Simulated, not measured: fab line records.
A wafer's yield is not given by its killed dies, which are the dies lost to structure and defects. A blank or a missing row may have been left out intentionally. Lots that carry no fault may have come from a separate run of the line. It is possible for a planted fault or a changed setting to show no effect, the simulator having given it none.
Which tool did it? :: flow n5Finfet :: 11 lots (33 wafers sampled), 1 step of a 1938-step route

## WHAT EACH GAUGE READ, for each wafer
N5_BEOL_M14_OCD_MEAS_35.
lot: L117
measured: day 11 01:04
on: ocd-01
trenchDepthNm (nm): 554 554 557

lot: L120
measured: day 11 02:42
on: ocd-02
trenchDepthNm (nm): 554 568 554

lot: L123
measured: day 12 03:27
on: ocd-01
trenchDepthNm (nm): 563 569 565

lot: L126
measured: day 13 09:23
on: ocd-02
trenchDepthNm (nm): 556 544 561

lot: L128
measured: day 13 17:16
on: ocd-01
trenchDepthNm (nm): 547 564 548

lot: L129
measured: day 13 18:18
on: ocd-01
trenchDepthNm (nm): 550 548 567

lot: L127
measured: day 13 19:56
on: ocd-01
trenchDepthNm (nm): 548 556 547

lot: L132
measured: day 14 20:48
on: ocd-01
trenchDepthNm (nm): 558 561 553

lot: L134
measured: day 14 22:36
on: ocd-01
trenchDepthNm (nm): 571 563 550

lot: L136
measured: day 15 12:56
on: ocd-02
trenchDepthNm (nm): 550 556 562

lot: L135
measured: day 15 19:39
on: ocd-01
trenchDepthNm (nm): 565 568 560

## WHAT TOOL EACH LOT RAN ON (gives the tool, then ch and the chambers of the sampled wafers, and finally the start)
Before these readings, the record contains no process step.

## THE ANSWER, worked out from the rows above alone
Rule: usual is defined by the lots themselves. Put in order of their means at a reading, lots are off if they are a third of the lots or fewer, leave a main group of 4 or more, and stand apart from it by a gap of 3 or more times the standard deviation of the main group's means; of several such gaps the widest counts. The tables above print the reading to a certain number of digits; a main group whose means all agree to those digits is not used. Also off: a lot with no number at a reading for which 4 or more lots have one. The other lots that the step has rows for count as sound.
None of the lots is off at any reading shown; this tells nothing.

## WHAT THE SIMULATOR PUT IN
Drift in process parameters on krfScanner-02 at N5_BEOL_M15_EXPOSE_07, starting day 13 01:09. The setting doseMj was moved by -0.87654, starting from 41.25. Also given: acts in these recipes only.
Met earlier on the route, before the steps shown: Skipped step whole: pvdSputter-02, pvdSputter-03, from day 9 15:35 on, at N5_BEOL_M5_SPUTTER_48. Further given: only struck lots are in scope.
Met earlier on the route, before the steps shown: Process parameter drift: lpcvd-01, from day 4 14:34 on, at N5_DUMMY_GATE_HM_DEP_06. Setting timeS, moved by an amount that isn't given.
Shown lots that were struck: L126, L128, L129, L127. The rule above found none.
